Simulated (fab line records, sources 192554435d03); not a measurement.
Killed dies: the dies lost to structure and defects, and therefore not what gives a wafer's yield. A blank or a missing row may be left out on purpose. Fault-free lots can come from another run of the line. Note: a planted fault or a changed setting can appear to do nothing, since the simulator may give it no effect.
Matching of chambers | flow n5 finfet | N5_BEOL_M4_ALD_98 on ald sin-02 has 4 sister chambers
The step deposits SiO2, target thk 2.5 nm, pulse time 1 s, co reactant pulse time 1 s. 8 wafers are shown with their chamber, then 11 later ones without.

WAFERS PAIRED WITH THEIR CHAMBERS
wafer  | chamber | heater power w (W) | heater power outer w (W)
L080.2 | 0       | 74                 | 38
L081.1 | 3       | 86                 | 45
L086.2 | 3       | 88                 | 45
L086.3 | 2       | 78                 | 43
L086.6 | 2       | 78                 | 42
L088.3 | 0       | 74                 | 39
L088.6 | 1       | 94                 | 51
L087.2 | 1       | 97                 | 49

WAFERS MISSING THEIR CHAMBER
wafer  | heater power w (W) | heater power outer w (W)
L087.4 | 80                 | 41
L087.5 | 78                 | 42
L090.1 | 97                 | 50
L090.5 | 74                 | 38
L090.6 | 97                 | 49
L093.1 | 75                 | 39
L093.3 | 78                 | 43
L093.6 | 86                 | 44
L092.1 | 79                 | 42
L092.2 | 75                 | 39
L092.4 | 97                 | 51

WHICH CHAMBER EACH ONE RAN IN
wafer  | from the rows above | in truth
L087.4 | 2                   | 2
L087.5 | 2                   | 2
L090.1 | 1                   | 1
L090.5 | 0                   | 0
L090.6 | 1                   | 1
L093.1 | 0                   | 0
L093.3 | 2                   | 2
L093.6 | 3                   | 3
L092.1 | 2                   | 2
L092.2 | 0                   | 0
L092.4 | 1                   | 1
Placed correctly: 11 of 11. Left unplaced by these rows: 0. Number placed wrongly: 0.
How it was worked out, from the rows above alone: a wafer's distance from a chamber is the root of the sum, over the readings, of the square of ((its reading less the chamber's mean) divided by the reading's scatter). If the next closest chamber is less than 2 further off than the closest, the wafer can't be placed; otherwise it belongs to the closest. For every chamber, the mean is computed from those of its wafers that are shown. The scatter: the root of (the sum of the squares of (reading less its chamber's mean) over the shown wafers, divided by (wafers less chambers)).
